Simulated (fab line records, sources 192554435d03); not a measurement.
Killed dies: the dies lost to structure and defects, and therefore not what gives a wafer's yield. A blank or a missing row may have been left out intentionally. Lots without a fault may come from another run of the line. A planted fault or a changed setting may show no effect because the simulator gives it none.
fab line records	flow n5Finfet
record lots=7	wafers=39
route steps=1938 shown PMOS_HMC_CHANNEL_EPI@64 STI_FIN_REVEAL@184 HKMG_FIN@386 BEOL_M0@731 BEOL_M3@1010 BEOL_M5@1160 BEOL_M7@1263 BEOL_M8@1392 BEOL_M11@1587 BEOL_M12@1656 BEOL_M15@1809 PASSIVATION@1930
startH: the number of hours between the record's first day and the start of the first shown wafer of the lot	waitH: how many hours have passed since the lot's step before this one	" repeats the value in the row above	L1.1+2: one row covering several wafers at once	- value missing, or start not given	* or withheld: withheld	< > ~ a bound
route shown NAME@n: names a module that has steps shown in the file, with the first one's number in the route	usual: mean and standard deviation over wafers with no fault	same: alike in all rows	chamber/n: place in a boat	sites: per-site readings	_std_site: their standard deviation	_edge_site: inner sites' mean taken away from outer sites' mean	radiusMm: for every site, how far away it sits from the centre of the wafer	mask NAME#n: copy n	behind: the last tool/chamber to shape the wafer	hold: cause of the lot's hold/its duration in hours/its outcome	device: the n, p or np transistor that did not switch	end of line: at the end of the route, the tests of the same wafers	a step with no rows: only its recipe	killed: the dies lost at the first sort to structure and to defects; this is not the yield of the wafer	map: the dies of a wafer, with x for killed, . for not killed, _ for no die there
set.NAME: the run value of the setting; set.NAME@STEP: its run value at that earlier step	model.NAME: the simulator's own value behind a step, which no gauge read
one table per step and one row per wafer, for lots whose settings were changed on purpose
## steps
# step N5_PMOS_HMC_CHANNEL_EPI_DEVELOP_08
# recipe developTimeS=30	developer=TMAH	resist=CAR-ArF-block	devTempC=23	rinseLiquid=diw	dry=airSpin
# step N5_STI_FIN_REVEAL_ALD_14
# recipe material=Si3N4	targetThkA=30	tempC=400	aldPrecursorFamily=SiH2I2	aldCoReactant=N2/H2-plasma	pressureTorr=2
# step N5_HKMG_FIN_HK_ALD_01
# recipe material=HfO2	targetThkA=16	tempC=withheld	aldPrecursorFamily=HfCl4	aldCoReactant=H2O	pulseTimeS=3	purgeTimeS=3	coReactantPurgeTimeS=2.5	coReactantPulseTimeS=0.3	aldCycles=30
# step N5_HKMG_FIN_DESCUM_17
# recipe chemistry=O2	timeS=7.9	sourcePowerW=50	biasPowerW=20	pressureMtorr=20	rfFrequencyHz=2.712e+07	tempC=40	resist=CAR-ArF	o2FlowSccm=225
# step N5_BEOL_M0_ALD_136
# recipe material=TaN	targetThkA=*	tempC=275	aldPrecursorFamily=PDMAT	aldCoReactant=NH3	pressureTorr=3	carrierFlowSccm=1500	pulseTimeS=2	purgeTimeS=3	coReactantPurgeTimeS=2	coReactantPulseTimeS=3	aldCycles=30	precursorVesselTempC=75	precursorVesselPressureTorr=26.25	precursorVesselCarrierSccm=1000
# step N5_BEOL_M3_SPUTTER_96
# recipe material=Cu	targetThkA=45	tempC=-20	chamberPressurePa=0.07	powerW=withheld	timeS=8.29
# step N5_BEOL_M5_TRENCH_ETCH_37
# recipe chemistry=C4F6/O2	targetDepthA=716.52	target=SiCOH_lowk	timeS=24.7	ionEnergyEv=250	pressureMtorr=30	sourceW=345	biasW=185	Ar_flow_sccm=300	C4F6_flow_sccm=10	O2_flow_sccm=10
# step N5_BEOL_M7_ILD_DEP_00
# recipe material=SiCOH_lowk	targetThkA=1797.5	tempC=300	precursor=DEMS/porogen	pressureTorr=5	rfW=500	timeS=33.4
# step N5_BEOL_M8_SPUTTER_48
# recipe material=Cu	targetThkA=100	tempC=-20	biasV=60	powerW=26000	chamberPressurePa=0.13	timeS=1.667
# step N5_BEOL_M11_CURE_72
# recipe tempC=370	timeS=120	ambient=DMADMS/He	material=SiCOH_lowk
# step N5_BEOL_M12_DEP_53
# recipe material=SiCN	targetThkA=300	tempC=withheld	precursor=3MS/NH3	pressureTorr=3	rfW=675	timeS=10.5
# step N5_BEOL_M15_TRENCH_ETCH_34
# recipe chemistry=C4F8/O2/Ar	target=SiO2	targetDepthA=8729.3	heInnerTorr=15	heOuterTorr=30	timeS=199	ionEnergyEv=800	pressureMtorr=20	sourceW=1905	biasW=2040	Ar_flow_sccm=400	C4F8_flow_sccm=16	O2_flow_sccm=12
# step N5_PASSIVATION_ETCH_54
# recipe chemistry=CHF3/O2	target=SiO2	targetDepthA=8800	CHF3_flow_sccm=50	O2_flow_sccm=5	Ar_flow_sccm=200	timeS=440	maskMaterial=PR	pressureMtorr=30	sourceW=650	biasW=170	ionEnergyEv=200
# step N5_PASSIVATION_PROBE_49
# usual defectLimitedYield=91.1/1.3	killed_at_M4_up=14/5.7	killedDies=105/15	killedOnRim=14/4.2
lot.wafer	tool	chamber	startH	waitH	set.developTimeS@PMOS_HMC_CHANNEL_EPI_DEVELOP_08	set.targetThkA@STI_FIN_REVEAL_ALD_14	set.aldCycles@HKMG_FIN_HK_ALD_01	set.timeS@HKMG_FIN_DESCUM_17	set.purgeTimeS@BEOL_M0_ALD_136	set.timeS@BEOL_M3_SPUTTER_96	set.targetDepthA@BEOL_M5_TRENCH_ETCH_37	set.targetThkA@BEOL_M7_ILD_DEP_00	set.targetThkA@BEOL_M8_SPUTTER_48	set.timeS@BEOL_M11_CURE_72	set.targetThkA@BEOL_M12_DEP_53	set.targetDepthA@BEOL_M15_TRENCH_ETCH_34	set.timeS@PASSIVATION_ETCH_54	defectLimitedYield[%]	killed_at_M4_up	killedDies	killedOnRim
L075.1	prober-01	-	272.48	0.0	43.05	30	43	7.9	3	3.535	1143	1797.5	100	163.1	300	7219	440	58.6	393	489	66
L075.2	prober-01	-	272.53	0.1	43.05	30	30	10.22	3	8.29	1143	996.8	100	120	300	8729.3	532.7	0.8	1101	1170	152
L075.3	prober-01	-	272.58	0.1	43.05	30	30	7.9	3	3.535	1143	996.8	155.5	163.1	196.2	8729.3	440	2.3	1046	1153	148
L075.4	prober-01	-	272.63	0.2	30	30	43	10.22	3	8.29	716.52	1797.5	100	120	196.2	8729.3	440	90.4	22	113	14
L075.5	prober-01	-	272.68	0.2	30	30	43	7.9	3	8.29	716.52	996.8	155.5	163.1	196.2	7219	532.7	2.8	1067	1147	144
L075.6	prober-01	-	272.73	0.3	30	30	30	10.22	3	3.535	716.52	1797.5	155.5	120	300	7219	532.7	93.5	19	77	13
L080.1	prober-01	-	316.64	0.0	30	30	30	7.9	3	8.29	716.52	1797.5	100	120	300	8729.3	440	92.3	26	91	10
L080.3	prober-01	-	316.74	0.1	30	30	30	7.9	3	8.29	716.52	1797.5	100	120	300	8729.3	440	91.2	23	104	13
L080.5	prober-01	-	316.84	0.2	30	30	30	7.9	3	8.29	716.52	1797.5	100	120	300	8729.3	440	92.0	12	94	10
L079.1	prober-01	-	317.93	0.7	30	30	30	5.778	3	4.209	716.52	2205	78.54	73.96	245.9	8729.3	440	90.8	19	109	7
L079.2	prober-01	-	317.98	0.8	45.74	30	30	7.9	3	8.29	716.52	2205	100	120	245.9	8729.3	213.9	0	12	1180	152
L079.3	prober-01	-	318.03	0.8	30	30	39	5.778	3	4.209	337.5	2205	78.54	120	300	5433	213.9	0	709	1180	152
L079.4	prober-01	-	318.08	0.9	45.74	30	30	7.9	3	4.209	337.5	1797.5	100	120	300	5433	440	12.3	941	1035	133
L079.5	prober-01	-	318.13	0.9	30	30	39	7.9	3	8.29	337.5	1797.5	100	73.96	245.9	5433	213.9	0	555	1180	152
L079.6	prober-01	-	318.18	1.0	45.74	30	39	5.778	3	8.29	716.52	1797.5	78.54	73.96	300	8729.3	440	90.7	19	110	21
L085.1	prober-02	-	336.77	0.0	30	30	30	5.629	4.747	8.29	716.52	1797.5	137.4	95.95	300	8729.3	514.5	90.8	14	109	9
L085.2	prober-02	-	336.82	0.1	30	30	30	7.9	4.747	12.8	716.52	1074	100	120	195.5	8729.3	514.5	67.5	314	384	84
L085.3	prober-02	-	336.87	0.1	30	30	35	7.9	4.747	8.29	863.5	1074	137.4	95.95	195.5	8729.3	440	42.3	582	681	106
L085.4	prober-02	-	336.92	0.2	30	30	30	7.9	3	8.29	863.5	1074	100	120	300	8729.3	440	39.3	633	716	122
L085.5	prober-02	-	336.97	0.2	30	30	35	5.629	3	12.8	716.52	1797.5	100	95.95	300	8729.3	514.5	90.1	18	117	20
L085.6	prober-02	-	337.02	0.3	30	30	35	5.629	3	12.8	863.5	1797.5	137.4	120	195.5	8729.3	440	92.3	12	91	19
L086.1	prober-02	-	343.66	0.0	17.43	30	30	7.9	4.776	8.29	716.52	1797.5	100	120	300	8729.3	440	91.0	21	106	9
L086.2	prober-02	-	343.71	0.1	30	36.68	30	7.9	3	8.29	530.2	1797.5	100	120	300	8729.3	607.1	89.4	23	125	17
L086.3	prober-02	-	343.76	0.1	30	36.68	19	7.9	4.776	8.29	716.52	1797.5	100	120	185.5	8729.3	607.1	89.4	10	125	20
L086.4	prober-02	-	343.81	0.2	17.43	30	19	7.9	3	8.29	716.52	848.9	100	120	185.5	8729.3	440	1.2	1071	1166	148
L086.5	prober-02	-	343.86	0.2	17.43	36.68	30	7.9	4.776	8.29	530.2	848.9	100	120	185.5	8729.3	440	1.0	1086	1168	150
L086.6	prober-02	-	343.91	0.3	30	30	19	7.9	3	8.29	530.2	848.9	100	120	300	8729.3	607.1	0.4	1073	1175	150
L090.1	prober-02	-	363.58	0.0	19.47	30	30	7.9	3	8.29	716.52	1797.5	159.5	120	300	8729.3	655.3	90.3	20	115	18
L090.2	prober-02	-	363.63	0.1	30	24.53	30	12.16	3	8.29	716.52	1797.5	159.5	95.03	465.7	8729.3	440	92.6	15	87	10
L090.3	prober-02	-	363.68	0.1	19.47	30	30	12.16	3	8.29	716.52	752.1	100	95.03	465.7	8729.3	655.3	0.4	1094	1175	151
L090.4	prober-02	-	363.73	0.2	19.47	24.53	30	7.9	3	8.29	1044	752.1	100	120	465.7	8729.3	655.3	0.3	1057	1176	151
L090.5	prober-02	-	363.78	0.2	30	30	30	7.9	3	8.29	1044	752.1	159.5	120	300	8729.3	440	0.3	1085	1176	151
L090.6	prober-02	-	363.83	0.3	30	24.53	30	12.16	3	8.29	1044	1797.5	100	95.03	300	8729.3	440	89.7	14	122	22
L092.1	prober-01	-	374.46	0.0	30	13.97	19	7.9	3.481	4.592	435.4	1797.5	139.2	120	300	8729.3	440	89.7	33	122	20
L092.2	prober-01	-	374.51	0.1	30	30	19	7.9	3	4.592	435.4	1797.5	100	120	171.4	13020	440	85.2	44	175	29
L092.3	prober-01	-	374.56	0.1	21.46	13.97	30	7.9	3	8.29	716.52	1797.5	100	171.4	300	8729.3	647.5	90.8	8	109	9
L092.4	prober-01	-	374.61	0.2	30	30	30	7.9	3.481	8.29	435.4	2309	100	171.4	171.4	13020	440	88.1	41	141	19
L092.5	prober-01	-	374.66	0.2	21.46	30	19	7.9	3	8.29	716.52	2309	139.2	120	300	13020	647.5	89.4	12	125	16
L092.6	prober-01	-	374.71	0.3	21.46	13.97	30	7.9	3.481	4.592	716.52	2309	139.2	171.4	171.4	8729.3	647.5	91.8	5	97	9
# killed by level:class
L075.1 BEOL_M5:areaEtch=375 MOL_CONTACT_COAG:geometricParticle:open=17 BEOL_M0_SAQP:geometricParticle:open=12 BEOL_M0_SAQP:geometricParticle:short=12 BEOL_M4:geometricParticle:open=9 BEOL_M1:geometricParticle:open=6 FIN_SAQP:geometricParticle:open=5 STI_FIN_REVEAL:geometricParticle:open=5
L075.2 BEOL_M7:areaDep=759 BEOL_M5:areaEtch=336 BEOL_M1:geometricParticle:open=10 MOL_CONTACT_COAG:geometricParticle:open=8 BEOL_M0_SAQP:geometricParticle:open=8 STI_FIN_REVEAL:geometricParticle:open=7 GATE_CUT:geometricParticle:short=6 BEOL_M0:geometricParticle:open=6
L075.3 BEOL_M5:areaEtch=617 BEOL_M7:areaDep=417 BEOL_M0_SAQP:geometricParticle:short=12 MOL_CONTACT_COAG:geometricParticle:open=11 GATE_CUT:geometricParticle:short=10 BEOL_M0_SAQP:geometricParticle:open=9 BEOL_M1:geometricParticle:open=9 STI_FIN_REVEAL:geometricParticle:open=7
L075.4 BEOL_M0_SAQP:geometricParticle:short=15 FIN_SAQP:geometricParticle:open=11 BEOL_M4:geometricParticle:open=10 FIN_SAQP:geometricParticle:short=8 MOL_CONTACT_COAG:geometricParticle:open=8 STI_FIN_REVEAL:geometricParticle:open=6 BEOL_M0_SAQP:geometricParticle:open=6 BEOL_M1:geometricParticle:open=5
L075.5 BEOL_M7:areaDep=1050 BEOL_M0_SAQP:geometricParticle:short=14 BEOL_M4:geometricParticle:open=13 BEOL_M0_SAQP:geometricParticle:open=11 FIN_SAQP:geometricParticle:open=6 FIN_SAQP:geometricParticle:short=6 STI_FIN_REVEAL:geometricParticle:open=6 MOL_CONTACT_COAG:geometricParticle:open=6
L075.6 BEOL_M4:geometricParticle:open=11 BEOL_M0_SAQP:geometricParticle:short=10 BEOL_M0_SAQP:geometricParticle:open=9 BEOL_M4:geometricParticle:short=6 FIN_SAQP:geometricParticle:open=5 GATE_CUT:geometricParticle:short=4 FIN_SAQP:geometricParticle:short=3 STI_FIN_REVEAL:geometricParticle:open=3
L080.1 BEOL_M4:geometricParticle:open=12 STI_FIN_REVEAL:geometricParticle:open=10 GATE_CUT:geometricParticle:short=5 MOL_CONTACT_COAG:geometricParticle:open=5 BEOL_M3:geometricParticle:open=5 BEOL_M5:geometricParticle:open=5 BEOL_M0_SAQP:geometricParticle:short=4 BEOL_M0_SAQP:geometricParticle:open=4
L080.3 BEOL_M0_SAQP:geometricParticle:open=13 STI_FIN_REVEAL:geometricParticle:open=9 BEOL_M4:geometricParticle:open=9 BEOL_M5:geometricParticle:open=9 GATE_CUT:geometricParticle:short=7 MOL_CONTACT_COAG:geometricParticle:open=7 BEOL_M0_SAQP:geometricParticle:short=6 BEOL_M3:geometricParticle:open=6
L080.5 MOL_CONTACT_COAG:geometricParticle:open=17 GATE_CUT:geometricParticle:short=11 STI_FIN_REVEAL:geometricParticle:open=9 MOL_CONTACT_COAG:geometricParticle:short=5 BEOL_M0_SAQP:geometricParticle:open=5 BEOL_M1:geometricParticle:open=5 BEOL_M0_SAQP:geometricParticle:short=4 PAD_METAL:geometricParticle:short=4
L079.1 STI_FIN_REVEAL:geometricParticle:open=17 FIN_SAQP:geometricParticle:open=12 BEOL_M0_SAQP:geometricParticle:open=10 FIN_SAQP:geometricParticle:short=7 MOL_CONTACT_COAG:geometricParticle:open=6 BEOL_M0_SAQP:geometricParticle:short=6 BEOL_M2:geometricParticle:open=6 STI_FIN_REVEAL:geometricParticle:short=5
L079.2 PASSIVATION:areaEtch=1101 MOL_CONTACT_COAG:geometricParticle:open=10 FIN_SAQP:geometricParticle:short=8 BEOL_M0_SAQP:geometricParticle:short=8 MOL_CONTACT_COAG:geometricParticle:short=6 FIN_SAQP:geometricParticle:open=6 BEOL_M4:geometricParticle:open=6 BEOL_M0_SAQP:geometricParticle:open=4
L079.3 BEOL_M5:areaEcd=693 PASSIVATION:areaEtch=382 FIN_SAQP:geometricParticle:short=11 STI_FIN_REVEAL:geometricParticle:open=8 FIN_SAQP:geometricParticle:open=7 MOL_CONTACT_COAG:geometricParticle:open=7 BEOL_M0_SAQP:geometricParticle:open=5 BEOL_M0_SAQP:geometricParticle:short=5
L079.4 BEOL_M5:areaEcd=925 STI_FIN_REVEAL:geometricParticle:open=15 BEOL_M0_SAQP:geometricParticle:short=10 FIN_SAQP:geometricParticle:short=8 MOL_CONTACT_COAG:geometricParticle:open=8 BEOL_M0_SAQP:geometricParticle:open=8 BEOL_M4:geometricParticle:open=7 BEOL_M2:geometricParticle:open=6
L079.5 BEOL_M5:areaEcd=542 PASSIVATION:areaEtch=521 STI_FIN_REVEAL:geometricParticle:open=19 MOL_CONTACT_COAG:geometricParticle:open=17 BEOL_M0_SAQP:geometricParticle:short=11 BEOL_M0_SAQP:geometricParticle:open=11 BEOL_M1:geometricParticle:open=5 BEOL_M4:geometricParticle:open=4
L079.6 MOL_CONTACT_COAG:geometricParticle:open=15 STI_FIN_REVEAL:geometricParticle:open=9 BEOL_M0_SAQP:geometricParticle:open=8 BEOL_M4:geometricParticle:open=8 FIN_SAQP:geometricParticle:open=7 MOL_CONTACT_COAG:geometricParticle:short=7 BEOL_M2:geometricParticle:open=6 STI_FIN_REVEAL:geometricParticle:short=4
L085.1 BEOL_M2:geometricParticle:open=14 STI_FIN_REVEAL:geometricParticle:open=10 BEOL_M1:geometricParticle:open=8 BEOL_M0_SAQP:geometricParticle:open=8 GATE_CUT:geometricParticle:short=6 BEOL_M3:geometricParticle:open=6 STARTING-WAFER:geometricParticle:open=5 BEOL_M0_SAQP:geometricParticle:short=5
L085.2 BEOL_M7:areaDep=299 BEOL_M2:geometricParticle:open=11 MOL_CONTACT_COAG:geometricParticle:open=9 MOL_CONTACT_COAG:geometricParticle:short=6 BEOL_M0_SAQP:geometricParticle:open=5 BEOL_M2:geometricParticle:short=5 STI_FIN_REVEAL:geometricParticle:open=4 BEOL_M4:geometricParticle:open=3
L085.3 BEOL_M7:areaDep=576 BEOL_M2:geometricParticle:open=14 MOL_CONTACT_COAG:geometricParticle:open=12 BEOL_M3:geometricParticle:open=12 BEOL_M0_SAQP:geometricParticle:short=8 BEOL_M0_SAQP:geometricParticle:open=8 STI_FIN_REVEAL:geometricParticle:open=5 GATE_CUT:geometricParticle:open=5
L085.4 BEOL_M7:areaDep=616 BEOL_M2:geometricParticle:open=16 MOL_CONTACT_COAG:geometricParticle:open=9 BEOL_M4:geometricParticle:open=9 MOL_CONTACT_COAG:geometricParticle:short=8 GATE_CUT:geometricParticle:short=7 DUMMY_GATE:geometricParticle:short=5 FIN_SAQP:geometricParticle:short=4
L085.5 BEOL_M2:geometricParticle:open=19 MOL_CONTACT_COAG:geometricParticle:open=15 BEOL_M4:geometricParticle:open=14 BEOL_M0_SAQP:geometricParticle:short=9 BEOL_M1:geometricParticle:open=8 BEOL_M3:geometricParticle:open=6 BEOL_M0_SAQP:geometricParticle:open=5 GATE_CUT:geometricParticle:short=4
L085.6 MOL_CONTACT_COAG:geometricParticle:open=11 BEOL_M2:geometricParticle:open=11 ILD0:geometricParticle:open=7 BEOL_M0_SAQP:geometricParticle:open=6 DUMMY_GATE:geometricParticle:open=5 BEOL_M0_SAQP:geometricParticle:short=5 BEOL_M4:geometricParticle:open=5 BEOL_M5:geometricParticle:open=5
L086.1 BEOL_M4:geometricParticle:open=12 MOL_CONTACT_COAG:geometricParticle:open=10 FIN_SAQP:geometricParticle:short=8 FIN_SAQP:geometricParticle:open=7 BEOL_M0_SAQP:geometricParticle:open=6 STI_FIN_REVEAL:geometricParticle:open=5 ILD0:geometricParticle:short=5 BEOL_M1:geometricParticle:open=5
L086.2 FIN_SAQP:geometricParticle:short=12 STI_FIN_REVEAL:geometricParticle:open=12 FIN_SAQP:geometricParticle:open=11 BEOL_M4:geometricParticle:open=11 BEOL_M0_SAQP:geometricParticle:open=10 BEOL_M2:geometricParticle:open=8 BEOL_M0_SAQP:geometricParticle:short=8 MOL_CONTACT_COAG:geometricParticle:open=7
L086.3 STI_FIN_REVEAL:geometricParticle:open=16 MOL_CONTACT_COAG:geometricParticle:open=12 FIN_SAQP:geometricParticle:open=10 GATE_CUT:geometricParticle:short=8 BEOL_M4:geometricParticle:open=8 BEOL_M0_SAQP:geometricParticle:short=7 STARTING-WAFER:geometricParticle:open=7 BEOL_M2:geometricParticle:open=6
L086.4 BEOL_M7:areaDep=1048 STI_FIN_REVEAL:geometricParticle:open=14 MOL_CONTACT_COAG:geometricParticle:open=8 FIN_SAQP:geometricParticle:open=7 BEOL_M5:geometricParticle:open=6 DUMMY_GATE:geometricParticle:open=5 GATE_CUT:geometricParticle:short=5 BEOL_M0_SAQP:geometricParticle:short=5
L086.5 BEOL_M7:areaDep=1066 STI_FIN_REVEAL:geometricParticle:open=17 BEOL_M0_SAQP:geometricParticle:short=10 BEOL_M4:geometricParticle:open=8 MOL_CONTACT_COAG:geometricParticle:open=8 FIN_SAQP:geometricParticle:open=5 BEOL_M0_SAQP:geometricParticle:open=5 FIN_SAQP:geometricParticle:short=4
L086.6 BEOL_M7:areaDep=1051 BEOL_M3:geometricParticle:open=12 FIN_SAQP:geometricParticle:short=10 FIN_SAQP:geometricParticle:open=9 MOL_CONTACT_COAG:geometricParticle:open=7 BEOL_M5:areaEcd=7 BEOL_M4:geometricParticle:open=6 BEOL_M1:geometricParticle:open=6
L090.1 BEOL_M0_SAQP:geometricParticle:open=14 BEOL_M0_SAQP:geometricParticle:short=12 MOL_CONTACT_COAG:geometricParticle:open=10 STI_FIN_REVEAL:geometricParticle:open=6 DUMMY_GATE:geometricParticle:open=6 BEOL_M1:geometricParticle:open=6 FIN_SAQP:geometricParticle:short=5 STARTING-WAFER:geometricParticle:short=5
L090.2 STI_FIN_REVEAL:geometricParticle:open=12 BEOL_M4:geometricParticle:open=9 MOL_CONTACT_COAG:geometricParticle:open=7 BEOL_M0_SAQP:geometricParticle:open=6 BEOL_M1:geometricParticle:open=5 FIN_SAQP:geometricParticle:open=4 FIN_SAQP:geometricParticle:short=4 ILD0:geometricParticle:open=4
L090.3 BEOL_M7:areaDep=1085 STI_FIN_REVEAL:geometricParticle:open=11 BEOL_M3:geometricParticle:open=10 MOL_CONTACT_COAG:geometricParticle:open=6 FIN_SAQP:geometricParticle:open=5 ILD0:geometricParticle:open=5 BEOL_M1:geometricParticle:open=4 STI_FIN_REVEAL:geometricParticle:short=3
L090.4 BEOL_M7:areaDep=1047 STI_FIN_REVEAL:geometricParticle:open=15 MOL_CONTACT_COAG:geometricParticle:open=12 BEOL_M3:geometricParticle:open=10 FIN_SAQP:geometricParticle:open=9 BEOL_M1:geometricParticle:open=9 BEOL_M0_SAQP:geometricParticle:open=8 BEOL_M0_SAQP:geometricParticle:short=8
L090.5 BEOL_M7:areaDep=1075 STI_FIN_REVEAL:geometricParticle:open=13 MOL_CONTACT_COAG:geometricParticle:open=13 BEOL_M3:geometricParticle:open=13 FIN_SAQP:geometricParticle:open=9 BEOL_M1:geometricParticle:open=6 BEOL_M0_SAQP:geometricParticle:open=5 FIN_SAQP:geometricParticle:short=4
L090.6 STI_FIN_REVEAL:geometricParticle:open=18 BEOL_M1:geometricParticle:open=12 STI_FIN_REVEAL:geometricParticle:short=10 MOL_CONTACT_COAG:geometricParticle:open=8 BEOL_M3:geometricParticle:open=8 ILD0:geometricParticle:short=6 FIN_SAQP:geometricParticle:short=5 FIN_SAQP:geometricParticle:open=5
L092.1 BEOL_M5:areaEcd=22 BEOL_M3:geometricParticle:open=18 FIN_SAQP:geometricParticle:short=11 MOL_CONTACT_COAG:geometricParticle:open=9 FIN_SAQP:geometricParticle:open=8 BEOL_M0_SAQP:geometricParticle:open=8 DUMMY_GATE:geometricParticle:open=4 BEOL_M4:geometricParticle:open=4
L092.2 BEOL_M5:areaEcd=32 FIN_SAQP:geometricParticle:short=30 FIN_SAQP:geometricParticle:open=19 BEOL_M0_SAQP:geometricParticle:short=14 BEOL_M0_SAQP:geometricParticle:open=10 STI_FIN_REVEAL:geometricParticle:open=8 BEOL_M3:geometricParticle:open=8 BEOL_M1:geometricParticle:open=7
L092.3 BEOL_M3:geometricParticle:open=15 BEOL_M0_SAQP:geometricParticle:short=13 FIN_SAQP:geometricParticle:open=9 FIN_SAQP:geometricParticle:short=8 BEOL_M0_SAQP:geometricParticle:open=7 STI_FIN_REVEAL:geometricParticle:open=6 GATE_CUT:geometricParticle:short=6 BEOL_M2:geometricParticle:open=5
L092.4 BEOL_M5:areaEcd=24 BEOL_M0_SAQP:geometricParticle:short=17 BEOL_M1:geometricParticle:open=11 BEOL_M0_SAQP:geometricParticle:open=10 FIN_SAQP:geometricParticle:short=8 BEOL_M3:geometricParticle:open=8 MOL_CONTACT_COAG:geometricParticle:open=6 BEOL_M8:geometricParticle:open=6
L092.5 FIN_SAQP:geometricParticle:short=16 BEOL_M0_SAQP:geometricParticle:open=15 FIN_SAQP:geometricParticle:open=14 BEOL_M3:geometricParticle:open=14 BEOL_M0_SAQP:geometricParticle:short=9 BEOL_M1:geometricParticle:open=6 BEOL_M2:geometricParticle:open=6 STI_FIN_REVEAL:geometricParticle:open=5
L092.6 FIN_SAQP:geometricParticle:short=17 GATE_CUT:geometricParticle:short=10 FIN_SAQP:geometricParticle:open=8 BEOL_M0_SAQP:geometricParticle:short=6 STI_FIN_REVEAL:geometricParticle:open=5 BEOL_M0_SAQP:geometricParticle:open=5 BEOL_M1:geometricParticle:open=5 BEOL_M3:geometricParticle:open=5
## key
split step=N5_PMOS_HMC_CHANNEL_EPI_DEVELOP_08	setting=developTimeS	statedAs=30
response none clear
split step=N5_STI_FIN_REVEAL_ALD_14	setting=targetThkA	statedAs=30
response none clear
split step=N5_HKMG_FIN_HK_ALD_01	setting=aldCycles	statedAs=30
response none clear
split step=N5_HKMG_FIN_DESCUM_17	setting=timeS	statedAs=7.9
response none clear
split step=N5_BEOL_M0_ALD_136	setting=purgeTimeS	statedAs=3
response none clear
split step=N5_BEOL_M3_SPUTTER_96	setting=timeS	statedAs=8.29
response none clear
split step=N5_BEOL_M5_TRENCH_ETCH_37	setting=targetDepthA	statedAs=716.52
response none clear
split step=N5_BEOL_M7_ILD_DEP_00	setting=targetThkA	statedAs=1797.5
response step=N5_PASSIVATION_PROBE_49	reading=killed_at_M4_up	slope=-16.2	per=1%	togetherWith=all	explained=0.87
response step=N5_PASSIVATION_PROBE_49	reading=killedOnRim	slope=-2.01	per=1%	togetherWith=all	explained=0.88
response step=N5_PASSIVATION_PROBE_49	reading=defectLimitedYield	slope=+1.28	per=1%	togetherWith=all	explained=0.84
response step=N5_PASSIVATION_PROBE_49	reading=killedDies	slope=-15.1	per=1%	togetherWith=all	explained=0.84
split step=N5_BEOL_M8_SPUTTER_48	setting=targetThkA	statedAs=100
response none clear
split step=N5_BEOL_M11_CURE_72	setting=timeS	statedAs=120
response none clear
split step=N5_BEOL_M12_DEP_53	setting=targetThkA	statedAs=300
response none clear
split step=N5_BEOL_M15_TRENCH_ETCH_34	setting=targetDepthA	statedAs=8729.3
response none clear
split step=N5_PASSIVATION_ETCH_54	setting=timeS	statedAs=440
response none clear
